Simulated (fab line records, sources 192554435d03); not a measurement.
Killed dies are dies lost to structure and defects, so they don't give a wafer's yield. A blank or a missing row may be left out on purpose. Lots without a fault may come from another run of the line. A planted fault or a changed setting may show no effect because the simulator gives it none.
Chamber matching | flow n5_finfet | N5_BEOL_M11_STRIP_36 on rie_diel-06: 4 sister chambers
The step strips in N2/H2. 4 wafers are shown with their chamber, then 8 later ones without.

WAFERS WITH THEIR CHAMBER
wafer  | chamber | showerhead_plenum_p_Torr (Torr)
L081.3 | 2       | 2.56
L082.3 | 1       | 2.49
L082.5 | 3       | 2.59
L083.2 | 0       | 2.60

WAFERS WITHOUT THEIR CHAMBER
wafer  | showerhead_plenum_p_Torr (Torr)
L083.5 | 2.55
L083.6 | 2.60
L094.1 | 2.59
L094.5 | 2.49
L094.6 | 2.54
L096.1 | 2.59
L096.2 | 2.57
L096.3 | 2.48

WHICH CHAMBER EACH WENT THROUGH
wafer  | from the rows above     | in truth
L083.5 | 2                       | 2
L083.6 | can't be placed: 0 or 3 | 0
L094.1 | can't be placed: 3 or 0 | 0
L094.5 | 1                       | 1
L094.6 | 2                       | 2
L096.1 | can't be placed: 3 or 0 | 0
L096.2 | can't be placed: 2 or 3 | 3
L096.3 | 1                       | 1
Placed correctly: 4 of 8. Can't be placed from these rows: 4 (the true chamber is among the candidates in 4). Placed wrongly: 0.
How it was worked out, from the rows above alone: a wafer's distance from a chamber is the root of the sum, over the readings, of the square of ((its reading less the chamber's mean) divided by the reading's scatter). The wafer belongs to the nearest chamber; if the next one is less than 2 further off, it can't be placed. A chamber's mean is the mean of its shown wafers. The scatter: with one shown wafer a chamber, the root of the mean of the squares of how far each hidden wafer lies from its nearest shown one.
